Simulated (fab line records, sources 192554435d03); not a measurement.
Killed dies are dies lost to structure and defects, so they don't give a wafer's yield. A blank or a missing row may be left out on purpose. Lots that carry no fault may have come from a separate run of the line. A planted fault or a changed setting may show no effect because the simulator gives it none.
Split-lot trial | flow n5_finfet | 21 wafers read from 7 lots, route of 1938 steps

## ON THE SPLIT
At N5_BEOL_M4_EXPOSE_08 (exposes mask M4), the setting dose_mj was moved away from the recipe's 41.25 on 7 of the 21 wafers read, by -3.8% to +6.8%. The other wafers ran this setting at the recipe's value.

## FROM THE SPLIT TO THE READING: what the file shows between them, 16 steps
- N5_BEOL_M4_PEB_09: peb time 60 s
- N5_BEOL_M4_DEVELOP_10: develop time 30 s
- N5_BEOL_M4_CD_MEAS_11: target cd 16.79 nm
- N5_BEOL_M4_DESCUM_16: chemistry O2, time 7 s
- N5_BEOL_M4_ETCH_74: etches underlayer in N2/H2, target depth 6.5 nm, time 5.2 s
- N5_BEOL_M4_ETCH_63: etches SiARC in CF4, target depth 15.6 nm, time 26 s
- N5_BEOL_M4_ETCH_64: etches SOC in N2/H2, target depth 75 nm, overetch 22.5 nm, time 121.9 s (also split here: bias_w)
- N5_BEOL_M4_STRIP_65: strips in N2/H2
- N5_BEOL_M4_STRIP_75: strips in N2/H2
- N5_BEOL_M4_HM_OPEN_17: chemistry Cl2/BCl3, target TiN, target depth 20 nm, overetch 6 nm
- N5_BEOL_M4_STRIP_19: strips in O2
- N5_BEOL_M4_CD_MEAS_18: pitch 36 nm, target cd 18 nm
- N5_BEOL_M4_COAT_67: time 60 s, resist thk 60 nm
- N5_BEOL_M4_COAT_68: time 60 s, resist thk 12 nm
- N5_BEOL_M4_PRECLEAN_42: cleans in residue remover, time 60 s
- N5_BEOL_M4_SRD_43: time 30 s

## THE READING
cd_nm, in nm, at N5_BEOL_M4_CD_MEAS_35 (target cd 18 nm, target cd y 22.4 nm). Fault-free wafers of this fab line usually give 18.1 nm, standard deviation 0.42 nm.

wafer  | tool, chamber at the split | dose_mj as run | against the recipe | cd_nm, nm | against lot-mates on the recipe
L080.1 | euv_scanner-01, 0          | 43.42          | +5.3%              | 19.5      | +1.6
L080.2 | euv_scanner-01, 0          | 41.25          | recipe             | 18.4      | -
L080.4 | euv_scanner-01, 0          | 41.25          | recipe             | 17.3      | -
L084.2 | euv_scanner-02, 0          | 43.7           | +5.9%              | 19.8      | +1.4
L084.4 | euv_scanner-02, 0          | 43.7           | +5.9%              | 19.7      | +1.3
L084.5 | euv_scanner-02, 0          | 41.25          | recipe             | 18.4      | -
L085.2 | euv_scanner-02, 0          | 41.25          | recipe             | 18.8      | -
L085.5 | euv_scanner-02, 0          | 41.25          | recipe             | 18.8      | -
L085.6 | euv_scanner-02, 0          | 41.25          | recipe             | 18.8      | -
L090.2 | euv_scanner-01, 0          | 43.22          | +4.8%              | 18.8      | +0.8
L090.4 | euv_scanner-01, 0          | 41.25          | recipe             | 17.9      | -
L090.5 | euv_scanner-01, 0          | 41.25          | recipe             | 18.2      | -
L094.1 | euv_scanner-02, 0          | 44.06          | +6.8%              | 18.9      | +1.2
L094.4 | euv_scanner-02, 0          | 41.25          | recipe             | 17.6      | -
L094.5 | euv_scanner-02, 0          | 41.25          | recipe             | 17.8      | -
L093.1 | euv_scanner-01, 0          | 41.25          | recipe             | 18.4      | -
L093.3 | euv_scanner-01, 0          | 39.69          | -3.8%              | 17.2      | -1.2
L093.6 | euv_scanner-01, 0          | 39.69          | -3.8%              | 18.0      | -0.4
L095.1 | euv_scanner-01, 0          | 41.25          | recipe             | 17.8      | -
L095.2 | euv_scanner-01, 0          | 41.25          | recipe             | 17.3      | -
L095.4 | euv_scanner-01, 0          | 41.25          | recipe             | 17.3      | -

FIT RESULTS
A straight line over all 21 wafers: cd_nm changes by +0.2 nm for each +1% of dose_mj; r = +0.75; the points scatter about the line by 0.54 nm.
The same after taking each lot's own level away (the mean of its wafers on the recipe; 21 wafers): +0.216 nm for each +1%; r = +0.92; scatter 0.29 nm.
That fit puts the effect of the largest move of dose_mj on the reading at 1.5 nm.
Across the lots, their own levels run from 17.47 to 18.80 nm, a range of 3.2 times the standard deviation given above.
So the lot-to-lot level blurs the effect unless lot-mates are compared.
Check: with one of the wafers moved furthest among these (+6.8%) left out of the fit, the line predicts +1.57 nm for it against its lot-mates. It came out at +1.2 nm against them.

## OTHER SPLITS ON THESE WAFERS
These wafers also went through other splits before the reading. Each is held against what the fit with the lots' levels taken away leaves over:
other split on the same wafers | wafers away from the commonest value | r with cd_nm (lot level and that fit taken away)
N5_BEOL_M2_ILD_DEP_00 time_s   | 9                                    | -0.06
N5_BEOL_M2_ETCH_70 bias_w      | 4                                    | -0.20
N5_BEOL_M3_COAT_61 spin_rpm    | 6                                    | +0.22
N5_BEOL_M4_ETCH_64 bias_w      | 2                                    | -0.09

## THE WHOLE CHAIN: every reading that the file lists as answering this split, in the file's order
step                  | what it does                                                | reading                                                               | change (the file's fit)               | r (the file's)
N5_BEOL_M4_CD_MEAS_11 | target cd 16.79 nm                                          | cd_nm                                                                 | +0.227 nm for each +1% of the setting | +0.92
N5_BEOL_M4_ETCH_74    | etches underlayer in N2/H2, target depth 6.5 nm, time 5.2 s | BEOL_M4.cd_offset_nm (the simulator's own value, which no gauge read) | +0.197 nm for each +1% of the setting | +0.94
N5_BEOL_M4_ETCH_63    | etches SiARC in CF4, target depth 15.6 nm, time 26 s        | BEOL_M4.cd_offset_nm (the simulator's own value, which no gauge read) | +0.179 nm for each +1% of the setting | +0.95
N5_BEOL_M4_CD_MEAS_18 | pitch 36 nm, target cd 18 nm                                | cd_nm                                                                 | +0.227 nm for each +1% of the setting | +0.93
N5_BEOL_M4_CD_MEAS_35 | target cd 18 nm, target cd y 22.4 nm                        | cd_nm                                                                 | +0.216 nm for each +1% of the setting | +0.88

## THE FILE'S OWN FIT
cd_nm changes by +0.216 nm for each +1% of dose_mj, r = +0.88.
